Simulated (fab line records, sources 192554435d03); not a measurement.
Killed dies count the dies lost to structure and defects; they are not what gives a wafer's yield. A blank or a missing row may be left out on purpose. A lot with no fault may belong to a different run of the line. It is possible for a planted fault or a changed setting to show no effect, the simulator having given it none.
8D (eight disciplines) problem report, filled in by code :: flow n5Finfet :: the parts of the form that need people (team, actions taken, sign-off) are left out

## 1. THE PROBLEM
Mean of rfFwdPowerW at N5_PASSIVATION_PASS_ETCH_74: 404.5 W across 6 wafers in 2 lots; on wafers with no fault it is 532.5 W (standard deviation 1.8). Measured from the usual mean, that is -71 standard deviations.
The step: etches SiNx in CF4/O2, target depth 220 nm, time 110 s.
Seen first at day 16 20:53 on rieDiel-06, wafer L856.1. At this step, 30 wafers from 10 lots have a number in the record. Rule for "out", or "out of limits": more than 4 standard deviations from the usual mean. The rest of the wafers with a number are treated as sound.

## 2. WHAT IT IS; WHAT IT IS NOT
question: which readings at this step
is: rfFwdPowerW, rfVppV
is not: drypumpMotorCurrentA, showerheadPlenumPTorr, throttleValvePct

question: which lots
is: L856, L861
is not: L854, L857, L858, L859, L869, L872, L873, L874

question: which wafers of those lots
is: all that have a number
is not: -

question: read on which tools
is: rieDiel-06
is not: rieDiel-02, rieDiel-05

question: when
is: from day 16 20:53
is not: up to then (9 sound wafers); but 15 sound wafers of L857, L869, L872, L873, L874 came after

## 3. SUSPECTS, AND WHAT RULES EACH OUT
Counting: any tool at a process step up to the reading is kept as a suspect provided that every lot that is out went through it and no sound lot did after the first of them.
- rieDiel-06 at N5_PASSIVATION_PASS_ETCH_74 (etches SiNx in CF4/O2, target depth 220 nm, time 110 s): kept. All lots that are out passed through it, beginning with L856 at day 16 20:53, and no sound lot followed; its final sound lot before that point was L859 at day 16 08:07. Its own rfFwdPowerW, rfVppV readings are out on those wafers.
Left after counting: rieDiel-06 at N5_PASSIVATION_PASS_ETCH_74.

## 4. THE CAUSE (what the simulator had put in)
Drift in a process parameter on rieDiel-06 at N5_PASSIVATION_PASS_ETCH_74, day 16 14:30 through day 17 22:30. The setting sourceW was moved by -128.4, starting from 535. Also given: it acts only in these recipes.
Only this tool survived the counting.

## 5. THE EFFECT CHAIN, in route order
Each row: a reading whose mean over the struck wafers that have a number lies more than 3 standard deviations from the usual. Readings are gone through only where the record gives a usual standard deviation; hours: the median, over the lots, of the time from a lot's start at the first step in this table giving one to that lot's start at this step; sigmas: the change measured in usual standard deviations.
hours: 0
step: N5_PASSIVATION_PASS_ETCH_74
reading: oes_f_703_au
usual: 0.76 a.u.
on struck wafers: 0.52
change: -0.24
sigmas: -3.3

hours: 0
step: N5_PASSIVATION_PASS_ETCH_74
reading: rfFwdPowerW
usual: 532.5 W
on struck wafers: 404.5
change: -128.0
sigmas: -71

hours: 0
step: N5_PASSIVATION_PASS_ETCH_74
reading: rfVppV
usual: 240 V
on struck wafers: 280
change: +40
sigmas: +12
Its process steps:
- N5_PASSIVATION_PASS_ETCH_74: etches SiNx in CF4/O2, target depth 220 nm, time 110 s.

## 6. WHAT WOULD HAVE CAUGHT IT SOONER
6 hours passed between the start of the fault at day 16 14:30 and the first reading out of limits in this record, taken at day 16 20:53.
